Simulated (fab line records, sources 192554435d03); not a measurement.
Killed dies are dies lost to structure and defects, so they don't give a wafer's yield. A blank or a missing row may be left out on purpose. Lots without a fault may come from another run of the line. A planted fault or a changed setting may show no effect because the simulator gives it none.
Chamber matching | flow n5_finfet | N5_BEOL_M0_SAQP_ALD_48 on ald_sin-01: 4 sister chambers
The step deposits SiO2, target thk 20 nm, pulse time 1 s, co reactant pulse time 1 s. 4 wafers are shown with their chamber, then 12 later ones without.

WAFERS WITH THEIR CHAMBER
wafer  | chamber | heater_power_w (W)
L086.1 | 1       | 73
L090.1 | 3       | 78
L090.4 | 0       | 72
L090.6 | 2       | 78

WAFERS WITHOUT THEIR CHAMBER
wafer  | heater_power_w (W)
L091.1 | 73
L091.2 | 71
L091.4 | 81
L092.2 | 72
L092.3 | 77
L092.5 | 69
L093.2 | 71
L093.4 | 75
L093.6 | 72
L095.1 | 74
L095.3 | 73
L095.4 | 72

WHICH CHAMBER EACH WENT THROUGH
wafer  | from the rows above               | in truth
L091.1 | can't be placed: 1 or 0           | 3
L091.2 | can't be placed: 0 or 1           | 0
L091.4 | can't be placed: 2 or 3           | 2
L092.2 | can't be placed: 0 or 1           | 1
L092.3 | can't be placed: 2 or 3           | 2
L092.5 | can't be placed: 0 or 1           | 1
L093.2 | can't be placed: 0 or 1           | 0
L093.4 | can't be placed: 1 or 0 or 2 or 3 | 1
L093.6 | can't be placed: 0 or 1           | 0
L095.1 | can't be placed: 1 or 0           | 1
L095.3 | can't be placed: 1 or 0           | 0
L095.4 | can't be placed: 0 or 1           | 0
Placed correctly: 0 of 12. Can't be placed from these rows: 12 (the true chamber is among the candidates in 11). Placed wrongly: 0.
How it was worked out, from the rows above alone: a wafer's distance from a chamber is the root of the sum, over the readings, of the square of ((its reading less the chamber's mean) divided by the reading's scatter). The wafer belongs to the nearest chamber; if the next one is less than 2 further off, it can't be placed. A chamber's mean is the mean of its shown wafers. The scatter: with one shown wafer a chamber, the root of the mean of the squares of how far each hidden wafer lies from its nearest shown one.
